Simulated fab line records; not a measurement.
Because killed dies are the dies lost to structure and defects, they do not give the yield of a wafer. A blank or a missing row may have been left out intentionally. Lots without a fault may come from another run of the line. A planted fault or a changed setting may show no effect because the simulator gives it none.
Chamber matching	flow n5_finfet	rie_diel-03 running N5_MOL_CONTACT_COAG_ETCHBACK_135: 4 sister chambers
The step etches SiO2 in CHF3, target depth 25 nm, time 16.7 s. 16 wafers are shown with their chamber, then 8 later ones without.

EACH WAFER AND ITS CHAMBER
wafer	chamber	rf_vpp_V (V)	drypump_motor_current_A (A)	oes_ar_750_au (a.u.)
L075.3	0	506	5.8	0.68
L075.4	0	505	5.8	0.69
L075.6	1	548	6.3	0.85
L074.1	0	505	5.8	0.68
L074.2	1	548	6.3	0.84
L074.4	0	503	5.8	0.69
L077.4	2	532	5.4	0.72
L077.5	0	505	5.8	0.69
L077.6	1	549	6.3	0.83
L082.1	0	505	5.8	0.68
L082.3	1	550	6.3	0.82
L082.4	3	531	5.4	0.93
L087.3	1	549	6.3	0.81
L087.5	3	531	5.5	0.91
L087.6	2	531	5.3	0.71
L085.1	1	551	6.3	0.81

SIGNATURES, as means of the wafers listed above
reading	chamber 0	chamber 1	chamber 2	chamber 3	scatter within a chamber
rf_vpp_V	504.83	549.17	531.50	531.00	1.01
drypump_motor_current_A	5.800	6.300	5.350	5.450	0.0289
oes_ar_750_au	0.6850	0.8267	0.7150	0.9200	0.012
Rule: distance of a wafer from a chamber = root of the sum over the readings of ((wafer's reading minus chamber's mean) / reading's scatter) squared. The wafer belongs to the nearest chamber; if the next one is less than 2 further off, it can't be placed. The scatter is the square root of a quotient: the sum, over the shown wafers, of each reading's squared deviation from its chamber's mean, divided by wafers minus chambers.

WAFERS WITHOUT THEIR CHAMBER
wafer	rf_vpp_V (V)	drypump_motor_current_A (A)	oes_ar_750_au (a.u.)
L085.3	530	5.4	0.89
L085.4	530	5.5	0.91
L091.1	549	6.3	0.80
L091.2	529	5.4	0.88
L091.6	549	6.3	0.79
L093.1	531	5.4	0.70
L093.3	504	5.8	0.96
L093.4	549	6.4	0.80

WHICH CHAMBER EACH ONE RAN IN
wafer	from the rows above	in truth
L085.3	3	3
L085.4	3	3
L091.1	1	1
L091.2	3	3
L091.6	1	1
L093.1	2	2
L093.3	0	0
L093.4	1	1
Placed correctly: 8 of 8. Not placeable from these rows: 0. 0 placed wrongly.
